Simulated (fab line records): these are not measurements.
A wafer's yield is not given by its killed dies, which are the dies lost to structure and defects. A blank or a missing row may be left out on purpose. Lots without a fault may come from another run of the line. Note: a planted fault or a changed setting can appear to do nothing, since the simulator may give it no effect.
One fault seen from 2 desks    flow n5Finfet    each desk holds nothing but its own numbers, with what lay behind them at the end

DESK OF THE TOOL OWNER: pecvd-04
The tool's own readings at N5_FIN_SAQP_HM_DEP_72 (deposits SiO2 from SiH4/N2O, target thk 12 nm, time 7.2 s): means of the sampled wafers that have a number, for each lot that ran on this tool. A lot is out of limits, marked OUT, if its mean lies more than 4 standard deviations from the usual mean; the brackets give that distance.
Columns: A = heaterPowerW at N5_FIN_SAQP_HM_DEP_72, usual 765 W; B = showerheadPlenumPTorr at N5_FIN_SAQP_HM_DEP_72, usual 8.19 Torr
lot   first seen here  A    B
L246  day 3 15:20      825  8.12
L252  day 5 04:17      697  8.24
L253  day 5 11:06      772  8.22
Finding of this desk: none of the 3 lots has anything out of limits.

FROM THE METROLOGY DESK
What the gauges read, lot by lot, whatever tool the lot ran on: means of the sampled wafers that have a number. A lot is out of limits, marked OUT, if its mean lies more than 4 standard deviations from the usual mean; the brackets give that distance. It has 10 readings; the 7 that lie furthest out on some lot are the ones shown.
Columns: A = DIBL_P at N5_BEOL_M4_RC_MEAS_101, usual 37.2 mV/V; B = IOFF_N at N5_BEOL_M4_RC_MEAS_101, usual 0.17 nA/um; C = IOFF_P at N5_BEOL_M4_RC_MEAS_101, usual 0.22 nA/um; D = ION_P at N5_BEOL_M4_RC_MEAS_101, usual 464 uA/um; E = SS_N at N5_BEOL_M4_RC_MEAS_101, usual 71.7 mV/dec; F = VT_N at N5_BEOL_M4_RC_MEAS_101, usual 248.9 mV; G = VT_P at N5_BEOL_M4_RC_MEAS_101, usual -251 mV
lot   first seen here  A     B     C     D    E     F      G
L246  day 10 00:01     37.2  0.20  0.27  474  72.1  247.0  -246
L251  day 11 19:14     41.1  0.21  0.25  460  72.2  246.5  -250
L253  day 12 10:39     39.2  0.19  0.20  459  71.5  248.0  -254
L252  day 12 19:47     35.2  0.13  0.19  465  70.6  253.7  -253
Finding of this desk: none of the 4 lots has anything out of limits.

TAKEN TOGETHER
The desk of the tool owner found nothing out of limits.
The metrology desk saw nothing out of limits.

WHAT THE SIMULATOR HAD INSERTED
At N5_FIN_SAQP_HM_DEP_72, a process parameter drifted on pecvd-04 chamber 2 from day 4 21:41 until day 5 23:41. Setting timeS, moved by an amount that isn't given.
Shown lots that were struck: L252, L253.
